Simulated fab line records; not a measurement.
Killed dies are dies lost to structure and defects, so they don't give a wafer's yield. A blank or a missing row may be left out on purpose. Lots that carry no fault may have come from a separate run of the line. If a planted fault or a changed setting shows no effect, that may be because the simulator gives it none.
fab line records    flow n5-finfet
record lots=7  wafers=21
route steps=1938 shown WELL_APT@21 FIN_SAQP@133 FIN_CUT@160 DUMMY_GATE@221 SD_EPI_N@288 SD_EPI_P@295 HKMG_FIN@435
start-h: hours from the record's opening day to when the first of the lot's shown wafers began    wait-h: hours since the lot's step before    " the same as in the row above    L1.1+2: several wafers, shown together as one row    - either no value or no given start    * or withheld: withheld    < > ~ a bound
route shown NAME@n: a module of which the file shows steps, and the number in the route of the first    usual: mean and standard deviation over wafers with no fault    same: alike in all rows    chamber/n: place in a boat    sites: each site's reading    _std_site: standard deviation of those values    _edge_site: mean of outer sites minus mean of inner sites    radius-mm: how far each site lies from the wafer's centre    mask NAME#n: copy n    behind: the last tool/chamber to shape the wafer    hold: what put the lot on hold/how long, in hours/how the hold closed    device: which transistor (n, p or np) failed to switch    end of line: the same wafers' tests at the end of the route    step lacking rows: just its recipe    killed: dies lost to structure and defects at the first sort, not the wafer's yield    map: a wafer's dies, marking killed ones x, the rest . and places with no die _
set.NAME: the run value of the setting; set.NAME@STEP: its run value at that earlier step    model.NAME: the simulator's own value behind a step, which no gauge read
one table per step and one row per wafer, for lots whose settings were changed on purpose
## steps
# step N5_WELL_APT_COAT_02
# recipe spin-rpm=1357  resist-thk-nm=950
lot.wafer  tool            chamber  start-h  wait-h  set.spin-rpm  model.coat_of_WELL_APT_COAT_02.thk-nm
L075.2     litho-track-04  0        -        -       1411          932.3
L075.4     "               0        "        "       1357          949.7
L075.5     "               0        "        "       1411          930.5
L077.1     litho-track-01  0        -        -       1207          1007
L077.3     "               0        "        "       1357          949.3
L077.5     "               0        "        "       1357          946.3
L080.2     litho-track-04  0        -        -       1307          964
L080.5     "               0        "        "       1357          944
L080.6     "               0        "        "       1357          944.6
L085.2     litho-track-04  0        -        -       1357          948.4
L085.3     "               0        "        "       1357          952.1
L085.4     "               0        "        "       1357          948.7
L095.3     litho-track-02  0        -        -       1357          952.3
L095.4     "               0        "        "       1505          904.8
L095.6     "               0        "        "       1357          953
L096.1     litho-track-01  0        -        -       1357          951.4
L096.3     "               0        "        "       1357          946.9
L096.4     "               0        "        "       1357          949.9
L097.3     litho-track-02  0        -        -       1357          955.4
L097.4     "               0        "        "       1296          979.8
L097.5     "               0        "        "       1296          978.7
# step N5_FIN_SAQP_COAT_68
# recipe resist=SOC  temp-c=250  time-s=60  spin-rpm=1500  resist-thk-nm=100
lot.wafer   tool            chamber  start-h  wait-h  set.spin-rpm  model.SOC_of_FIN_SAQP_COAT_68.thk-nm
L075.2      litho-track-01  0        31.73    0.3     1334          105.4
L075.4      "               0        "        "       1500          99.4
L075.5      "               0        "        "       1500          99.6
L077.1      litho-track-04  0        42.93    0.3     1603          97
L077.3      "               0        "        "       1603          96.8
L077.5      "               0        "        "       1500          100.4
L080.2      litho-track-05  0        60.75    0.3     1500          100
L080.5      "               0        "        "       1593          97.4
L080.6      "               0        "        "       1500          100.6
L085.2+3+4  litho-track-05  0        91.92    0.3     1500          100
L095.3      litho-track-01  0        152.35   0.2     1663          95.8
L095.4      "               0        "        "       1663          95.2
L095.6      "               0        "        "       1663          95
L096.1      litho-track-04  0        156.82   0.3     1500          99.8
L096.3      "               0        "        "       1331          105.6
L096.4      "               0        "        "       1331          105.8
L097.3      litho-track-05  0        163.88   0.2     1585          97.8
L097.4      "               0        "        "       1585          98
L097.5      "               0        "        "       1500          100.2
# step N5_FIN_CUT_EXPOSE_05
# recipe mask-id=FIN_CUT  na=0.33  source-shape=annular  sigma-inner=0.35  sigma-outer=0.8  polarization=unpolarized  dose-mj=45.75
lot.wafer   tool            chamber  start-h  wait-h  mask       set.dose-mj
L075.2+4+5  euv-scanner-02  0        33.94    -       FIN_CUT#0  45.75
L077.1+3+5  euv-scanner-01  0        45.57    -       FIN_CUT#0  44.62
L080.2+5+6  euv-scanner-01  0        62.67    -       FIN_CUT#0  45.75
L085.2+3+4  euv-scanner-02  0        93.71    -       FIN_CUT#0  45.75
L095.3      euv-scanner-01  0        154.22   -       FIN_CUT#0  45.75
L095.4+6    "               0        "        "       FIN_CUT#0  48.66
L096.1+4    euv-scanner-01  0        158.46   -       FIN_CUT#0  49.12
L096.3      "               0        "        "       FIN_CUT#0  45.75
L097.3+4+5  euv-scanner-02  0        167.60   -       FIN_CUT#0  45.75
# step N5_FIN_CUT_PEB_06
# recipe peb-temp-c=100  peb-time-s=60  resist=CAR-EUV
# step N5_FIN_CUT_DEVELOP_07
# recipe develop-time-s=30  developer=TMAH  resist=CAR-EUV  rinse-liquid=surfactant-rinse  dry=air-spin  dev-temp-c=23
# step N5_FIN_CUT_CD_MEAS_08
# recipe target-cd-nm=29.1  landing-energy-ev=500  detector=se-inlens  polarity=opening
# usual cd-nm=29.16/0.27
lot.wafer  tool       chamber  start-h  wait-h  set.dose-mj@FIN_CUT_EXPOSE_05  cd-nm
L075.2     cd-sem-03  0        34.07    -       45.75                          29.35
L075.4     "          0        "        "       45.75                          29.43
L075.5     "          0        "        "       45.75                          29.58
L077.1     cd-sem-02  0        45.71    -       44.62                          28.80
L077.3     "          0        "        "       44.62                          28.64
L077.5     "          0        "        "       44.62                          28.68
L080.2     cd-sem-02  0        62.80    -       45.75                          29.10
L080.5     "          0        "        "       45.75                          29.08
L080.6     "          0        "        "       45.75                          29.00
L085.2     cd-sem-01  0        93.84    -       45.75                          28.95
L085.3     "          0        "        "       45.75                          28.70
L085.4     "          0        "        "       45.75                          29.00
L095.3     cd-sem-03  0        154.35   -       45.75                          29.10
L095.4     "          0        "        "       48.66                          30.06
L095.6     "          0        "        "       48.66                          30.12
L096.1     cd-sem-02  0        158.60   -       49.12                          30.83
L096.3     "          0        "        "       45.75                          29.09
L096.4     "          0        "        "       49.12                          30.76
L097.3     cd-sem-01  0        167.72   -       45.75                          28.96
L097.4     "          0        "        "       45.75                          28.79
L097.5     "          0        "        "       45.75                          28.56
# step N5_FIN_CUT_DESCUM_13
# recipe chemistry=O2  time-s=7  source-power-w=50  bias-power-w=20  pressure-mtorr=20  rf-frequency-hz=2.712e+07  temp-c=40  resist=CAR-EUV  o2-flow-sccm=225
# step N5_FIN_CUT_ETCH_30
# recipe chemistry=N2/H2  target=underlayer  target-depth-a=130  mask-material=CAR-EUV  time-s=10.4  ion-energy-ev=200  pressure-mtorr=30  source-w=840  bias-w=150  n2-flow-sccm=200  h2-flow-sccm=200  ends=cleared
lot.wafer  tool         chamber  start-h  wait-h  set.dose-mj@FIN_CUT_EXPOSE_05  model.FIN_CUT.cd-offset-nm
L075.2+5   rie-diel-06  1        34.22    0.0     45.75                          -0.2
L075.4     "            2        "        "       45.75                          0
L077.1+5   rie-diel-05  1,3      46.06    0.0     44.62                          -0.4
L077.3     "            2        "        "       44.62                          -0.6
L080.2     rie-diel-05  0        62.96    0.0     45.75                          0
L080.5+6   "            0,3      "        "       45.75                          -0.2
L085.2     rie-diel-03  0        93.99    0.0     45.75                          -0.4
L085.3+4   "            2,1      "        "       45.75                          0
L095.3     rie-diel-06  0        154.50   0.0     45.75                          -0.4
L095.4     "            3        "        "       48.66                          0.8
L095.6     "            3        "        "       48.66                          0.6
L096.1+4   rie-diel-03  3        158.76   0.0     49.12                          1.6
L096.3     "            0        "        "       45.75                          0.2
L097.3     rie-diel-03  1        167.88   0.0     45.75                          -0.4
L097.4+5   "            0        "        "       45.75                          -0.2
# step N5_FIN_CUT_ETCH_20
# recipe chemistry=CF4  target=SiARC  target-depth-a=260  mask-material=CAR-EUV  time-s=43.3  ion-energy-ev=80  pressure-mtorr=40  source-w=545  bias-w=36  Ar_flow_sccm=100  cf4-flow-sccm=100  ends=cleared
lot.wafer  tool         chamber  start-h  wait-h  set.dose-mj@FIN_CUT_EXPOSE_05  model.FIN_CUT.cd-offset-nm
L075.2+5   rie-diel-06  1        34.24    0.0     45.75                          0
L075.4     "            2        "        "       45.75                          0.2
L077.1+5   rie-diel-05  1,3      46.08    0.0     44.62                          -0.4
L077.3     "            2        "        "       44.62                          -1
L080.2+5   rie-diel-05  0        62.98    0.0     45.75                          -0.4
L080.6     "            3        "        "       45.75                          0.2
L085.2     rie-diel-03  0        94.01    0.0     45.75                          -0.2
L085.3     "            2        "        "       45.75                          0
L085.4     "            1        "        "       45.75                          0.2
L095.3     rie-diel-06  0        154.52   0.0     45.75                          -0.6
L095.4     "            3        "        "       48.66                          0.8
L095.6     "            3        "        "       48.66                          0.6
L096.1     rie-diel-03  3        158.78   0.0     49.12                          1.4
L096.3     "            0        "        "       45.75                          0.2
L096.4     "            3        "        "       49.12                          1.6
L097.3     rie-diel-03  1        167.90   0.0     45.75                          -0.4
L097.4     "            0        "        "       45.75                          -0.2
L097.5     "            0        "        "       45.75                          0
# step N5_DUMMY_GATE_PECVD_30
# recipe material=SiO2  target-thk-a=550  temp-c=400  precursor=TEOS/O2  pressure-torr=6.5  rf-w=withheld  teos-flow-sccm=withheld  gas=O2  flow-sccm=2650  time-s=10.8
lot.wafer  tool      chamber  start-h  wait-h  set.time-s  model.SiO2_of_DUMMY_GATE_PECVD_30.thk-nm
L075.2     pecvd-03  2        53.56    0.0     10.8        54
L075.4     "         2        "        "       11.22       57.8
L075.5     "         0        "        "       10.8        55.2
L077.1     pecvd-02  2        64.44    0.0     10.8        54.6
L077.3     "         1        "        "       9.243       47.6
L077.5     "         2        "        "       10.8        55
L080.2     pecvd-01  0        81.11    0.0     10.3        52.4
L080.5     "         2        "        "       10.3        52.8
L080.6     "         0        "        "       10.8        55.8
L085.2     pecvd-02  1        111.80   0.0     10.8        54.8
L085.3     "         1        "        "       10.8        56.4
L085.4     "         0        "        "       10.8        56
L095.3     pecvd-03  1        174.61   0.0     10.8        54.6
L095.4     "         2        "        "       9.675       49.4
L095.6     "         1        "        "       10.8        56
L096.1     pecvd-02  1        176.92   0.0     9.528       49.6
L096.3     "         0        "        "       10.8        55.2
L096.4     "         1        "        "       9.528       49.2
L097.3     pecvd-01  0        186.43   0.1     9.417       48.6
L097.4     "         1        "        "       9.417       47.8
L097.5     "         1        "        "       10.8        54
# step N5_DUMMY_GATE_EXPOSE_12
# recipe mask-id=GATE  na=0.33  source-shape=annular  sigma-inner=0.2  sigma-outer=0.6  polarization=unpolarized  target-cd-nm=25  dose-mj=34
lot.wafer   tool            chamber  start-h  wait-h  mask    set.dose-mj
L075.2+4    euv-scanner-02  0        53.76    -       GATE#0  34
L075.5      "               0        "        "       GATE#0  36.14
L077.1+3+5  euv-scanner-01  0        64.64    -       GATE#0  34
L080.2+5    euv-scanner-01  0        81.31    -       GATE#0  34
L080.6      "               0        "        "       GATE#0  34.83
L085.2+3+4  euv-scanner-01  0        112.14   -       GATE#0  34
L095.3+4    euv-scanner-02  0        174.82   -       GATE#0  34
L095.6      "               0        "        "       GATE#0  34.65
L096.1+3+4  euv-scanner-01  0        177.25   -       GATE#0  34
L097.3      euv-scanner-02  0        186.76   -       GATE#0  32.67
L097.4+5    "               0        "        "       GATE#0  34
# step N5_DUMMY_GATE_PEB_13
# recipe peb-temp-c=100  peb-time-s=60  resist=CAR-EUV
# step N5_DUMMY_GATE_DEVELOP_14
# recipe develop-time-s=30  developer=TMAH  resist=CAR-EUV  rinse-liquid=surfactant-rinse  dry=air-spin  dev-temp-c=23
# step N5_DUMMY_GATE_ETCH_31
# recipe chemistry=C4F6/O2  target=SiO2  mask-material=SOC  target-depth-a=825  time-s=27.5  ion-energy-ev=250  pressure-mtorr=30  source-w=345  bias-w=185  Ar_flow_sccm=300  C4F6_flow_sccm=10  O2_flow_sccm=10
# step N5_DUMMY_GATE_STRIP_41
# recipe chemistry=O2  power-w=400  temp-c=40  pressure-mtorr=30  rf-frequency-hz=6e+07  bias-power-w=0  overash-fraction=0.3  o2-flow-sccm=225
# step N5_DUMMY_GATE_HM_OPEN_21
# recipe chemistry=CH3F/O2  target=SiNx  target-depth-a=1200  Ar_flow_sccm=150  CH3F_flow_sccm=30  O2_flow_sccm=23  time-s=171.4  pressure-mtorr=30  source-w=395  bias-w=73  ion-energy-ev=120.7
lot.wafer  tool         chamber  start-h  wait-h  set.time-s@DUMMY_GATE_PECVD_30  model.SiO2_of_DUMMY_GATE_PECVD_30.thk-nm
L075.2     rie-diel-03  1        54.54    0.0     10.8                            44
L075.4     "            2        "        "       11.22                           48
L075.5     "            0        "        "       10.8                            46
L077.1     rie-diel-06  1        65.52    0.0     10.8                            44.8
L077.3     "            2        "        "       9.243                           37.2
L077.5     "            1        "        "       10.8                            45.2
L080.2+5   rie-diel-06  2,3      82.07    0.0     10.3                            42.2
L080.6     "            0        "        "       10.8                            45.8
L085.2     rie-diel-06  1        113.09   0.0     10.8                            45
L085.3     "            0        "        "       10.8                            46.6
L085.4     "            2        "        "       10.8                            45.6
L095.3     rie-diel-06  2        175.58   0.0     10.8                            44.4
L095.4     "            2        "        "       9.675                           39.2
L095.6     "            1        "        "       10.8                            46.2
L096.1     rie-diel-03  2        178.02   0.0     9.528                           39.6
L096.3     "            1        "        "       10.8                            45.2
L096.4     "            0        "        "       9.528                           39.2
L097.3+4   rie-diel-05  3,2      187.51   0.0     9.417                           38.6
L097.5     "            0        "        "       10.8                            43.8
# step N5_SD_EPI_N_EPI_21
# recipe material=Si:P  dopant=P  temp-c=680  pressure-torr=255  time-s=690
lot.wafer  tool          chamber  start-h  wait-h  set.epi-growth-time-s  model.Si-P_of_SD_EPI_N_EPI_21.thk-nm
L075.2+5   epi-rpcvd-01  0        58.22    0.4     690                    59.2
L075.4     "             0        "        "       690                    58.8
L077.1     epi-rpcvd-01  0        70.35    0.1     758                    62.6
L077.3     "             0        "        "       690                    59.8
L077.5     "             0        "        "       690                    59.4
L080.2     epi-rpcvd-04  0        86.26    0.4     734.1                  60.8
L080.5     "             0        "        "       734.1                  61.8
L080.6     "             0        "        "       690                    59.4
L085.2     epi-rpcvd-03  0        117.49   0.4     690                    59.8
L085.3     "             0        "        "       690                    59.6
L085.4     "             0        "        "       690                    59.2
L095.3+4   epi-rpcvd-04  0        180.45   1.2     690                    58.2
L095.6     "             0        181.95   2.5     690                    59
L096.1     epi-rpcvd-03  0        181.47   0.1     690                    59
L096.3     "             0        "        "       690                    58.6
L096.4     "             0        "        "       690                    59.4
L097.3     epi-rpcvd-03  0        192.13   0.9     671.8                  58.6
L097.4     "             0        "        "       690                    60.4
L097.5     "             0        "        "       690                    59.2
# step N5_SD_EPI_N_PRECLEAN_24
# recipe chemistry=O3/DIW  time-s=60  temp-c=22  o3-ppm=10
lot.wafer  tool          chamber  start-h  wait-h  set.epi-growth-time-s@SD_EPI_N_EPI_21  model.Si-P_of_SD_EPI_N_EPI_21.thk-nm
L075.2+5   wet-bench-02  2,0      59.69    0.0     690                                    58.8
L075.4     "             1        "        "       690                                    58.4
L077.1     wet-bench-05  3        72.11    0.0     758                                    62
L077.3     "             5        "        "       690                                    59.4
L077.5     "             2        "        "       690                                    59
L080.2     wet-bench-04  4        87.74    0.0     734.1                                  60.4
L080.5     "             5        "        "       734.1                                  61.4
L080.6     "             3        "        "       690                                    59
L085.2     wet-bench-05  4        118.96   0.0     690                                    59.4
L085.3     "             3        "        "       690                                    59.2
L085.4     "             1        "        "       690                                    58.8
L095.3+4   wet-bench-04  5,6      182.52   0.0     690                                    57.8
L095.6     "             3        "        "       690                                    58.6
L096.1     wet-bench-04  0        183.22   0.0     690                                    58.6
L096.3     "             6        "        "       690                                    58.2
L096.4     "             2        "        "       690                                    59
L097.3     wet-bench-05  2        193.70   0.0     671.8                                  58.2
L097.4     "             3        "        "       690                                    60
L097.5     "             0        "        "       690                                    58.8
# step N5_SD_EPI_P_COAT_34
# recipe resist=SOC  temp-c=250  time-s=60  spin-rpm=1500  resist-thk-nm=350
lot.wafer  tool            chamber  start-h  wait-h  set.spin-rpm  model.SOC_of_SD_EPI_P_COAT_34.thk-nm
L075.2     litho-track-05  0        60.24    0.0     1550          344.8
L075.4     "               0        "        "       1500          349.4
L075.5     "               0        "        "       1500          348.4
L077.1     litho-track-05  0        72.71    0.0     1500          349
L077.3     "               0        "        "       1500          349.6
L077.5     "               0        "        "       1500          348.6
L080.2     litho-track-02  0        88.40    0.0     1500          350.6
L080.5     "               0        "        "       1556          344
L080.6     "               0        "        "       1556          342.8
L085.2     litho-track-03  0        119.52   0.0     1500          349
L085.3     "               0        "        "       1500          349.2
L085.4     "               0        "        "       1500          348.2
L095.3     litho-track-02  0        183.62   0.0     1500          349.2
L095.4     "               0        "        "       1500          350
L095.6     "               0        "        "       1615          336.4
L096.1+4   litho-track-03  0        183.85   0.0     1500          349.4
L096.3     "               0        "        "       1547          343.4
L097.3     litho-track-02  0        194.25   0.0     1500          350.4
L097.4     "               0        "        "       1500          350.2
L097.5     "               0        "        "       1500          349.6
# step N5_SD_EPI_P_COAT_35
# recipe resist=SiARC  temp-c=220  time-s=60  spin-rpm=1500  resist-thk-nm=35
# step N5_SD_EPI_P_COAT_03
# recipe resist=CAR-ArF-block  spin-rpm=1500  resist-thk-nm=150
# step N5_SD_EPI_P_EPI_21
# recipe material=SiGe:B  dopant=B  temp-c=550  pressure-torr=20  ambient=H2  time-s=355
# step N5_SD_EPI_P_HM_STRIP_48
# recipe chemistry=H3PO4  temp-c=160  material=SiNx  target=SiNx  target-depth-a=30  overetch-fraction=0.3
lot.wafer  tool          chamber  start-h  wait-h  set.epi-growth-time-s@SD_EPI_N_EPI_21  model.Si-P_of_SD_EPI_N_EPI_21.thk-nm
L075.2     wet-bench-03  2        64.15    0.0     690                                    58.6
L075.4     "             4        "        "       690                                    58.2
L075.5     "             0        "        "       690                                    58.4
L077.1     wet-bench-06  0        76.63    0.0     758                                    61.8
L077.3     "             2        "        "       690                                    59
L077.5     "             6        "        "       690                                    58.8
L080.2     wet-bench-01  2        92.43    0.0     734.1                                  60
L080.5     "             1        "        "       734.1                                  61
L080.6     "             5        "        "       690                                    58.8
L085.2+3   wet-bench-03  0,7      123.44   0.0     690                                    59
L085.4     "             1        "        "       690                                    58.6
L095.3     wet-bench-03  6        188.49   0.0     690                                    57.4
L095.4     "             3        "        "       690                                    57.6
L095.6     "             4        "        "       690                                    58.4
L096.1     wet-bench-01  3        189.03   0.0     690                                    58.4
L096.3     "             6        "        "       690                                    58
L096.4     "             1        "        "       690                                    58.8
L097.3     wet-bench-06  2        199.11   0.0     671.8                                  58
L097.4     "             1        "        "       690                                    59.8
L097.5     "             5        "        "       690                                    58.6
# step N5_HKMG_FIN_ETCH_32
# recipe chemistry=N2/H2  target=SOC  target-depth-a=2400  temp-c=40  time-s=300  ion-energy-ev=200  mask-material=SiARC  pressure-mtorr=30  source-w=840  bias-w=150  n2-flow-sccm=200  h2-flow-sccm=200
# usual rf-vpp-V=523.3/2.3
lot.wafer  tool         chamber  start-h  wait-h  set.bias-w  rf-vpp-V  model.SiARC_of_HKMG_FIN_COAT_30.thk-nm
L075.2     rie-diel-01  0        80.92    0.0     150         522.0     22
L075.4     "            0        "        "       127.4       470.0     24.8
L075.5     "            2        "        "       127.4       474.1     24
L077.1     rie-diel-04  0        93.31    0.0     160.9       543.4     19
L077.3     "            1        "        "       150         524.1     21.4
L077.5     "            1        "        "       150         524.3     21.4
L080.2     rie-diel-01  1        110.41   0.0     150         520.6     21
L080.5     "            0        "        "       150         520.2     22
L080.6     "            1        "        "       165.8       554.8     19.4
L085.2     rie-diel-01  0        140.82   0.0     150         521.6     21.8
L085.3     "            1        "        "       150         521.0     21
L085.4     "            2        "        "       150         524.2     21.2
L095.3     rie-diel-04  1        206.10   0.0     150         521.8     21
L095.4     "            1        "        "       160.7       547.6     19.8
L095.6     "            2        "        "       160.7       547.6     20.4
L096.1     rie-diel-02  2        206.78   0.0     150         528.6     22.8
L096.3     "            1        "        "       166.3       559.1     18.8
L096.4     "            0        "        "       150         520.1     20.2
L097.3     rie-diel-01  1        219.34   0.0     127.4       469.3     24
L097.4     "            2        "        "       150         524.7     21.4
L097.5     "            3        "        "       127.4       470.7     23.4
## key
split step=N5_WELL_APT_COAT_02  setting=spin-rpm  stated=1357  by=wafer
response step=N5_WELL_APT_COAT_02  reading=model.coat_of_WELL_APT_COAT_02.thk-nm  change=-4.91  per=1%  r=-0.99
split step=N5_FIN_SAQP_COAT_68  setting=spin-rpm  stated=1500  by=wafer
response step=N5_FIN_SAQP_COAT_68  reading=model.SOC_of_FIN_SAQP_COAT_68.thk-nm  change=-0.509  per=1%  r=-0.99
split step=N5_FIN_CUT_EXPOSE_05  setting=dose-mj  stated=45.75  by=wafer
response step=N5_FIN_CUT_CD_MEAS_08  reading=cd-nm  change=+0.199  per=1%  r=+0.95
response step=N5_FIN_CUT_ETCH_30  reading=model.FIN_CUT.cd-offset-nm  change=+0.183  per=1%  r=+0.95
response step=N5_FIN_CUT_ETCH_20  reading=model.FIN_CUT.cd-offset-nm  change=+0.188  per=1%  r=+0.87
split step=N5_DUMMY_GATE_PECVD_30  setting=time-s  stated=10.8  by=wafer
response step=N5_DUMMY_GATE_PECVD_30  reading=model.SiO2_of_DUMMY_GATE_PECVD_30.thk-nm  change=+0.511  per=1%  r=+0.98
response step=N5_DUMMY_GATE_HM_OPEN_21  reading=model.SiO2_of_DUMMY_GATE_PECVD_30.thk-nm  change=+0.517  per=1%  r=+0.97
split step=N5_DUMMY_GATE_EXPOSE_12  setting=dose-mj  stated=34  by=wafer
response none clear
split step=N5_SD_EPI_N_EPI_21  setting=epi-growth-time-s  stated=690  by=wafer
response step=N5_SD_EPI_N_EPI_21  reading=model.Si-P_of_SD_EPI_N_EPI_21.thk-nm  change=+0.31  per=1%  r=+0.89
response step=N5_SD_EPI_N_PRECLEAN_24  reading=model.Si-P_of_SD_EPI_N_EPI_21.thk-nm  change=+0.296  per=1%  r=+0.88
response step=N5_SD_EPI_P_HM_STRIP_48  reading=model.Si-P_of_SD_EPI_N_EPI_21.thk-nm  change=+0.294  per=1%  r=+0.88
split step=N5_SD_EPI_P_COAT_34  setting=spin-rpm  stated=1500  by=wafer
response step=N5_SD_EPI_P_COAT_34  reading=model.SOC_of_SD_EPI_P_COAT_34.thk-nm  change=-1.71  per=1%  r=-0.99
split step=N5_HKMG_FIN_ETCH_32  setting=bias-w  stated=150  by=wafer
response step=N5_HKMG_FIN_ETCH_32  reading=rf-vpp-V  change=+3.36  per=1%  r=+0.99
response step=N5_HKMG_FIN_ETCH_32  reading=model.SiARC_of_HKMG_FIN_COAT_30.thk-nm  change=-0.186  per=1%  r=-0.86
